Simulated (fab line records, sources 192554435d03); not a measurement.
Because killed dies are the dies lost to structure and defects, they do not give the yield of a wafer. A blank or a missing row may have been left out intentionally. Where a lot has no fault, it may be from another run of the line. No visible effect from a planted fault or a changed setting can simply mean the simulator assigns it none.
Split-lot trial    flow n5Finfet    route with 1938 steps; 7 lots, 21 wafers read

## ON THE SPLIT
At N5_BEOL_M7_TRENCH_ETCH_37 (etches SiCOH lowk in C4F6/O2, target depth 93.478 nm, time 31.2 s), the setting sourceW was moved away from the recipe's 345 W on 10 of the 21 wafers read, by -12.9% to +15.1%. All remaining wafers had this setting at the recipe value.

## FROM THE SPLIT TO THE READING: what the file shows between them, 11 steps
- N5_BEOL_M7_ETCH_41: etches SiCN in CH3F/O2, target depth 31.9 nm, time 57.8 s
- N5_BEOL_M7_STRIP_80: strips in N2/H2, time 10 s
- N5_BEOL_M7_OCD_MEAS_38
- N5_BEOL_M7_HM_STRIP_39: strips TiN in peroxide tin strip, target depth 25 nm, time 158 s
- N5_BEOL_M7_SRD_40: time 30 s
- N5_BEOL_M7_PRECLEAN_42: cleans in residue remover, time 60 s
- N5_BEOL_M7_ECD_50: material Cu, target thk 300 nm
- N5_BEOL_M7_ANNEAL_51: time 90 s
- N5_BEOL_M7_CMP_52: polishes, stops on SiCOH lowk, t overpolish 6.9 s, target thk 80 nm
- N5_BEOL_M7_PRE_CLEAN_55: time 15 s
- N5_BEOL_M7_DEP_56: deposits SiCN from 3MS/NH3, target thk 10 nm, time 17.5 s

## THE READING
M7_RS, in ohm/sq, at N5_BEOL_M7_RS_MEAS_57 (measures by four-point-probe). A value of 0.285 ohm/sq with a standard deviation of 0.0061 ohm/sq is what fault-free wafers of this fab line usually give.

wafer   tool, chamber at the split  sourceW as run, W  against the recipe  M7_RS, ohm/sq  against lot-mates on the recipe
L074.3  rieDiel-06, 2               345                recipe              0.291          -
L074.4  rieDiel-06, 0               313.8              -9.0%               0.308          +0.024
L074.5  rieDiel-06, 3               345                recipe              0.278          -
L080.1  rieDiel-04, 0               345                recipe              0.286          -
L080.2  rieDiel-04, 1               300.5              -12.9%              0.316          +0.030
L080.3  rieDiel-04, 3               300.5              -12.9%              0.307          +0.021
L083.1  rieDiel-03, 1               345                recipe              0.289          -
L083.4  rieDiel-03, 3               345                recipe              0.288          -
L083.6  rieDiel-03, 0               345                recipe              0.285          -
L087.2  rieDiel-06, 2               313.2              -9.2%               0.299          +0.009
L087.4  rieDiel-06, 0               313.2              -9.2%               0.289          -0.001
L087.6  rieDiel-06, 1               345                recipe              0.290          -
L090.3  rieDiel-04, 3               326.3              -5.4%               0.290          +0.001
L090.4  rieDiel-04, 3               345                recipe              0.289          -
L090.6  rieDiel-04, 2               326.3              -5.4%               0.293          +0.004
L091.1  rieDiel-03, 1               345                recipe              0.303          -
L091.5  rieDiel-03, 2               397.1              +15.1%              0.260          -0.043
L091.6  rieDiel-03, 1               397.1              +15.1%              0.275          -0.028
L094.1  rieDiel-04, 0               316                -8.4%               0.299          +0.014
L094.3  rieDiel-04, 0               345                recipe              0.285          -
L094.4  rieDiel-04, 3               345                recipe              0.286          -

FIT RESULTS
A straight line over all 21 wafers: M7_RS changes by -0.00141 ohm/sq for each +1% of sourceW; r = -0.85; the points scatter about the line by 0.0066 ohm/sq.
The same after taking each lot's own level away (the mean of its wafers on the recipe; 21 wafers): -0.00193 ohm/sq for each +1%; r = -0.91; scatter 0.0065 ohm/sq.
Per that fit: largest sourceW move, reading shift of 0.029 ohm/sq.
From 0.2845 to 0.3030 ohm/sq: that is the span of the lots' own levels, equal to 3.0 times the standard deviation above.
So the lot-to-lot level changes the slope: the two fits differ.
Check: -0.0264 ohm/sq against its lot-mates is what the line predicts for one of the wafers moved furthest among these (+15.1%) when that wafer is left out of the fit. Against them it came out at -0.043 ohm/sq.
Tool readings at the split's step, against how far the setting was moved: rfVppV r = -0.96.

## THE WHOLE CHAIN: every reading that the file lists as answering this split, in the file's order
step                       what it does                                                         reading                                                                      change (the file's fit)                r (the file's)
N5_BEOL_M7_TRENCH_ETCH_37  etches SiCOH lowk in C4F6/O2, target depth 93.478 nm, time 31.2 s    rfVppV                                                                       -3.64 V for each +1% of the setting    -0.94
N5_BEOL_M7_TRENCH_ETCH_37  etches SiCOH lowk in C4F6/O2, target depth 93.478 nm, time 31.2 s    etch.depthNm (the simulator's own value, which no gauge read)                +0.398 nm for each +1% of the setting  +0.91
N5_BEOL_M7_TRENCH_ETCH_37  etches SiCOH lowk in C4F6/O2, target depth 93.478 nm, time 31.2 s    BEOL_M7.featureDepthNm (the simulator's own value, which no gauge read)      +0.398 nm for each +1% of the setting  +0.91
N5_BEOL_M7_OCD_MEAS_38                                                                          trenchDepthNm                                                                +0.397 nm for each +1% of the setting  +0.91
N5_BEOL_M7_CMP_52          polishes, stops on SiCOH lowk, t overpolish 6.9 s, target thk 80 nm  Cu_of_BEOL_M7_ECD_50.thkNm (the simulator's own value, which no gauge read)  +0.426 nm for each +1% of the setting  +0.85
N5_BEOL_M7_RS_MEAS_57      measures by four-point-probe                                         M7_RS                                                                        -0.00187 for each +1% of the setting   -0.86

## FILE'S OWN FIT
M7_RS changes by -0.00187 ohm/sq for each +1% of sourceW, r = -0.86.
